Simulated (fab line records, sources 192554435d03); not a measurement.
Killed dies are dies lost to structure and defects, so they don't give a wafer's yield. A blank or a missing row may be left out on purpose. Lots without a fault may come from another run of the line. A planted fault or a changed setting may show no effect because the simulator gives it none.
One fault seen from 3 desks | flow n5_finfet | each desk has only its own numbers; what lay behind them comes last

THE TOOL OWNER'S DESK: litho_track-05
The tool's own readings at N5_BEOL_M4_COAT_67 (time 60 s, resist thk 60 nm): means of the sampled wafers that have a number, for each lot that ran on this tool. A lot is out of limits, marked OUT, if its mean lies more than 4 standard deviations from the usual mean; the brackets give that distance.
Columns: A = plate_temp_C at N5_BEOL_M4_COAT_67, usual 249.97 C; B = spin_speed_rpm at N5_BEOL_M4_COAT_67, usual 1500.0 rpm
lot  | first seen here | A      | B
L893 | day 7 16:08     | 249.99 | 1500.9
L895 | day 8 01:44     | 249.84 | 1500.8
L898 | day 8 21:06     | 249.91 | 1499.9
L899 | day 9 05:55     | 249.66 | 1626.1 (+99 or more) OUT
L901 | day 10 04:23    | 249.90 | 1626.8 (+99 or more) OUT
L912 | day 13 05:42    | 250.03 | 1500.4
This desk's finding: out of limits on L899, L901; first on L899, day 9 05:55 (spin_speed_rpm at N5_BEOL_M4_COAT_67). In limits: L893, L895, L898, L912.

THE DEFECT DESK
What the inspections along the route counted, lot by lot: means of the sampled wafers that have a number. A lot is out of limits, marked OUT, if its mean lies more than 4 standard deviations from the usual mean; the brackets give that distance.
Columns: A = raw_defect_count at N5_BEOL_M3_INSPECT_59, usual 74
lot  | first seen here | A
L893 | day 7 13:26     | 72
L895 | day 8 00:14     | 95
L898 | day 8 18:50     | 91
L899 | day 9 03:53     | 87
L901 | day 10 02:49    | 78
L908 | day 11 12:53    | 79
L909 | day 11 20:59    | 59
L913 | day 12 15:49    | 69
L912 | day 13 02:38    | 81
This desk's finding: nothing out of limits on any of the 9 lots.

THE METROLOGY DESK
What the gauges read, lot by lot, whatever tool the lot ran on: means of the sampled wafers that have a number. A lot is out of limits, marked OUT, if its mean lies more than 4 standard deviations from the usual mean; the brackets give that distance. Of its 10 readings 7 are shown: those that lie furthest out on some lot.
Columns: A = DIBL_N at N5_BEOL_M4_RC_MEAS_101, usual 35.9 mV/V; B = IOFF_N at N5_BEOL_M4_RC_MEAS_101, usual 0.156 nA/um; C = ION_P at N5_BEOL_M4_RC_MEAS_101, usual 463 uA/um; D = SS_N at N5_BEOL_M4_RC_MEAS_101, usual 71.4 mV/dec; E = SS_P at N5_BEOL_M4_RC_MEAS_101, usual 73.1 mV/dec; F = VT_N at N5_BEOL_M4_RC_MEAS_101, usual 249.7 mV; G = VT_P at N5_BEOL_M4_RC_MEAS_101, usual -250.2 mV
lot  | first seen here | A    | B     | C   | D    | E    | F     | G
L893 | day 8 04:08     | 35.7 | 0.155 | 461 | 71.7 | 72.8 | 248.4 | -248.9
L895 | day 8 10:27     | 35.4 | 0.163 | 459 | 71.9 | 73.0 | 248.9 | -252.7
L898 | day 9 07:47     | 33.8 | 0.121 | 463 | 70.7 | 72.4 | 253.7 | -250.7
L899 | day 9 13:36     | 35.8 | 0.149 | 471 | 71.7 | 72.7 | 249.5 | -246.4
L901 | day 10 09:53    | 35.4 | 0.142 | 459 | 70.5 | 73.1 | 252.1 | -251.8
L908 | day 11 22:10    | 35.5 | 0.154 | 462 | 71.4 | 73.2 | 249.2 | -250.8
L909 | day 12 08:43    | 36.9 | 0.154 | 471 | 71.0 | 73.2 | 249.8 | -246.5
L913 | day 13 05:27    | 38.2 | 0.173 | 461 | 71.9 | 74.1 | 248.4 | -248.9
L912 | day 13 14:47    | 34.1 | 0.137 | 459 | 71.3 | 72.4 | 251.3 | -251.7
This desk's finding: nothing out of limits on any of the 9 lots.

PUT TOGETHER
The tool owner's desk could have raised an alarm at day 9 05:55, on L899, L901.
The defect desk saw nothing out of limits.
The metrology desk saw nothing out of limits.
The defect desk has L899, L901 on record, within its limits.
The metrology desk has L899, L901 on record, within its limits.
Of the lots named, all ran N5_BEOL_M4_COAT_67 on litho_track-05.

WHAT THE SIMULATOR HAD PUT IN
Process parameter drift: litho_track-05, from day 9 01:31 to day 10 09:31, at N5_BEOL_M4_COAT_67. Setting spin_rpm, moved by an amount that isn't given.
Lots struck among those shown: L899, L901.
Hours from the fault's start to each desk's first reading out of limits: the tool owner's desk, 4.
